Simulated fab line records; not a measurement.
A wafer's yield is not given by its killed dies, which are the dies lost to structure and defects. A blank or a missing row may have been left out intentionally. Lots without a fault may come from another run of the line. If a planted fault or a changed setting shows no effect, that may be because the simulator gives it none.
Split-lot experiment || flow n5_finfet || 39 wafers read across 7 lots, on a route 1938 steps long

== THE SPLIT ITSELF ==
At N5_PASSIVATION_ETCH_59 (etches TaN in Cl2/BCl3, target depth 65 nm, time 34.9 s), the setting time_s was moved away from the recipe's 34.9 s on 12 of the 39 wafers read, by -43.0% to +56.4%. For the rest of the wafers, this setting stayed at what the recipe calls for.

Reading taken at the split's own step.

== THE READING ==
etch.depth_nm (the simulator's own value, which no gauge read), in nm, at N5_PASSIVATION_ETCH_59 (etches TaN in Cl2/BCl3, target depth 65 nm, time 34.9 s). The file does not state a usual value for it. Here, 27 wafers ran the recipe; their average is 65.21 nm with a standard deviation of 1 nm.

{"wafer": "L078.1", "tool, chamber at the split": "rie_metal-02, 1,0", "time_s as run, s": 54.6, "against the recipe": "+56.4%", "etch.depth_nm, nm": 103.3, "against lot-mates on the recipe": "+37.66"}
{"wafer": "L078.5", "tool, chamber at the split": "rie_metal-02, 1,0", "time_s as run, s": 54.6, "against the recipe": "+56.4%", "etch.depth_nm, nm": 103.3, "against lot-mates on the recipe": "+37.66"}
{"wafer": "L078.2", "tool, chamber at the split": "rie_metal-02, 0", "time_s as run, s": 34.9, "against the recipe": "recipe", "etch.depth_nm, nm": 65.68, "against lot-mates on the recipe": "-"}
{"wafer": "L078.3", "tool, chamber at the split": "rie_metal-02, 1", "time_s as run, s": 34.9, "against the recipe": "recipe", "etch.depth_nm, nm": 65.53, "against lot-mates on the recipe": "-"}
{"wafer": "L078.4", "tool, chamber at the split": "rie_metal-02, 0", "time_s as run, s": 34.9, "against the recipe": "recipe", "etch.depth_nm, nm": 65.71, "against lot-mates on the recipe": "-"}
{"wafer": "L078.6", "tool, chamber at the split": "rie_metal-02, 1", "time_s as run, s": 54.6, "against the recipe": "+56.4%", "etch.depth_nm, nm": 102.6, "against lot-mates on the recipe": "+36.96"}
{"wafer": "L083.1", "tool, chamber at the split": "rie_metal-02, 0", "time_s as run, s": 34.9, "against the recipe": "recipe", "etch.depth_nm, nm": 65.27, "against lot-mates on the recipe": "-"}
{"wafer": "L083.2", "tool, chamber at the split": "rie_metal-02, 1", "time_s as run, s": 34.9, "against the recipe": "recipe", "etch.depth_nm, nm": 65.7, "against lot-mates on the recipe": "-"}
{"wafer": "L083.3", "tool, chamber at the split": "rie_metal-02, 0", "time_s as run, s": 53.36, "against the recipe": "+52.9%", "etch.depth_nm, nm": 100.3, "against lot-mates on the recipe": "+34.66"}
{"wafer": "L083.4", "tool, chamber at the split": "rie_metal-02, 1", "time_s as run, s": 53.36, "against the recipe": "+52.9%", "etch.depth_nm, nm": 100.2, "against lot-mates on the recipe": "+34.56"}
{"wafer": "L083.5", "tool, chamber at the split": "rie_metal-02, 1", "time_s as run, s": 53.36, "against the recipe": "+52.9%", "etch.depth_nm, nm": 101.1, "against lot-mates on the recipe": "+35.46"}
{"wafer": "L083.6", "tool, chamber at the split": "rie_metal-02, 0", "time_s as run, s": 34.9, "against the recipe": "recipe", "etch.depth_nm, nm": 65.94, "against lot-mates on the recipe": "-"}
{"wafer": "L086.1", "tool, chamber at the split": "rie_metal-02, 0", "time_s as run, s": 34.9, "against the recipe": "recipe", "etch.depth_nm, nm": 65.42, "against lot-mates on the recipe": "-"}
{"wafer": "L086.4", "tool, chamber at the split": "rie_metal-02, 1", "time_s as run, s": 34.9, "against the recipe": "recipe", "etch.depth_nm, nm": 63.51, "against lot-mates on the recipe": "-"}
{"wafer": "L086.6", "tool, chamber at the split": "rie_metal-02, 1", "time_s as run, s": 34.9, "against the recipe": "recipe", "etch.depth_nm, nm": 64.28, "against lot-mates on the recipe": "-"}
{"wafer": "L093.1", "tool, chamber at the split": "rie_metal-01, 1", "time_s as run, s": 34.9, "against the recipe": "recipe", "etch.depth_nm, nm": 66.21, "against lot-mates on the recipe": "-"}
{"wafer": "L093.2", "tool, chamber at the split": "rie_metal-01, 0", "time_s as run, s": 34.9, "against the recipe": "recipe", "etch.depth_nm, nm": 67.23, "against lot-mates on the recipe": "-"}
{"wafer": "L093.3", "tool, chamber at the split": "rie_metal-01, 0", "time_s as run, s": 34.9, "against the recipe": "recipe", "etch.depth_nm, nm": 67.4, "against lot-mates on the recipe": "-"}
{"wafer": "L093.4", "tool, chamber at the split": "rie_metal-01, 1", "time_s as run, s": 19.9, "against the recipe": "-43.0%", "etch.depth_nm, nm": 37.55, "against lot-mates on the recipe": -29.40}
{"wafer": "L093.5", "tool, chamber at the split": "rie_metal-01, 0", "time_s as run, s": 19.9, "against the recipe": "-43.0%", "etch.depth_nm, nm": 38.49, "against lot-mates on the recipe": -28.46}
{"wafer": "L093.6", "tool, chamber at the split": "rie_metal-01, 1", "time_s as run, s": 19.9, "against the recipe": "-43.0%", "etch.depth_nm, nm": 37.81, "against lot-mates on the recipe": -29.14}
{"wafer": "L095.1", "tool, chamber at the split": "rie_metal-03, 1", "time_s as run, s": 34.9, "against the recipe": "recipe", "etch.depth_nm, nm": 64.56, "against lot-mates on the recipe": "-"}
{"wafer": "L095.2", "tool, chamber at the split": "rie_metal-03, 0", "time_s as run, s": 34.9, "against the recipe": "recipe", "etch.depth_nm, nm": 65.67, "against lot-mates on the recipe": "-"}
{"wafer": "L095.3", "tool, chamber at the split": "rie_metal-03, 1", "time_s as run, s": 34.9, "against the recipe": "recipe", "etch.depth_nm, nm": 64.42, "against lot-mates on the recipe": "-"}
{"wafer": "L095.4", "tool, chamber at the split": "rie_metal-03, 0", "time_s as run, s": 34.9, "against the recipe": "recipe", "etch.depth_nm, nm": 65.78, "against lot-mates on the recipe": "-"}
{"wafer": "L095.5", "tool, chamber at the split": "rie_metal-03, 1", "time_s as run, s": 34.9, "against the recipe": "recipe", "etch.depth_nm, nm": 64.18, "against lot-mates on the recipe": "-"}
{"wafer": "L095.6", "tool, chamber at the split": "rie_metal-03, 0", "time_s as run, s": 34.9, "against the recipe": "recipe", "etch.depth_nm, nm": 66, "against lot-mates on the recipe": "-"}
{"wafer": "L097.1", "tool, chamber at the split": "rie_metal-03, 1", "time_s as run, s": 34.9, "against the recipe": "recipe", "etch.depth_nm, nm": 63.44, "against lot-mates on the recipe": "-"}
{"wafer": "L097.2", "tool, chamber at the split": "rie_metal-03, 0", "time_s as run, s": 34.9, "against the recipe": "recipe", "etch.depth_nm, nm": 65.48, "against lot-mates on the recipe": "-"}
{"wafer": "L097.3", "tool, chamber at the split": "rie_metal-03, 0", "time_s as run, s": 34.9, "against the recipe": "recipe", "etch.depth_nm, nm": 65.44, "against lot-mates on the recipe": "-"}
{"wafer": "L097.4", "tool, chamber at the split": "rie_metal-03, 1", "time_s as run, s": 34.9, "against the recipe": "recipe", "etch.depth_nm, nm": 63.24, "against lot-mates on the recipe": "-"}
{"wafer": "L097.5", "tool, chamber at the split": "rie_metal-03, 0", "time_s as run, s": 34.9, "against the recipe": "recipe", "etch.depth_nm, nm": 65.17, "against lot-mates on the recipe": "-"}
{"wafer": "L097.6", "tool, chamber at the split": "rie_metal-03, 1", "time_s as run, s": 34.9, "against the recipe": "recipe", "etch.depth_nm, nm": 63.53, "against lot-mates on the recipe": "-"}
{"wafer": "L096.1", "tool, chamber at the split": "rie_metal-02, 0", "time_s as run, s": 34.9, "against the recipe": "recipe", "etch.depth_nm, nm": 65.54, "against lot-mates on the recipe": "-"}
{"wafer": "L096.2", "tool, chamber at the split": "rie_metal-02, 1", "time_s as run, s": 34.9, "against the recipe": "recipe", "etch.depth_nm, nm": 64.35, "against lot-mates on the recipe": "-"}
{"wafer": "L096.3", "tool, chamber at the split": "rie_metal-02, 0", "time_s as run, s": 53.12, "against the recipe": "+52.2%", "etch.depth_nm, nm": 100.8, "against lot-mates on the recipe": "+35.53"}
{"wafer": "L096.4", "tool, chamber at the split": "rie_metal-02, 1", "time_s as run, s": 53.12, "against the recipe": "+52.2%", "etch.depth_nm, nm": 98.45, "against lot-mates on the recipe": "+33.18"}
{"wafer": "L096.5", "tool, chamber at the split": "rie_metal-02, 1", "time_s as run, s": 53.12, "against the recipe": "+52.2%", "etch.depth_nm, nm": 98.65, "against lot-mates on the recipe": "+33.38"}
{"wafer": "L096.6", "tool, chamber at the split": "rie_metal-02, 0", "time_s as run, s": 34.9, "against the recipe": "recipe", "etch.depth_nm, nm": 65.92, "against lot-mates on the recipe": "-"}
Rows listing several chambers each stand for several wafers; the file does not say which wafer went through which chamber.

THE FIT
A straight line over all 39 wafers: etch.depth_nm changes by +0.657 nm for each +1% of time_s; r = +1.00; the points scatter about the line by 1 nm.
The same after taking each lot's own level away (the mean of its wafers on the recipe; 39 wafers): +0.662 nm for each +1%; r = +1.00; scatter 0.73 nm.
That fit puts the effect of the largest move of time_s on the reading at 37 nm.
From 64.383 to 66.947 nm: that is the span of the lots' own levels, equal to 2.4 times the standard deviation above.
Hence the lot-to-lot level has little effect on the slope; both slopes agree.
Check: with one of the wafers moved furthest among these (+56.4%) left out of the fit, the line predicts +37.3 nm for it against its lot-mates. Against them it came out at +37.7 nm.

== FURTHER SPLITS ON THESE WAFERS ==
Other splits were also applied to these wafers ahead of the reading. Each is held against what the fit with the lots' levels taken away leaves over:
{"other split on the same wafers": "N5_BEOL_M12_TRENCH_ETCH_34 time_s", "wafers away from the commonest value": 12, "r with etch.depth_nm (lot level and that fit taken away)": "+0.14"}
{"other split on the same wafers": "N5_MIM_BOT_SPUTTER_00 target_thk_a", "wafers away from the commonest value": 18, "r with etch.depth_nm (lot level and that fit taken away)": "+0.09"}

== FILE'S OWN FIT ==
etch.depth_nm changes by +0.661 nm for each +1% of time_s, r = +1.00.
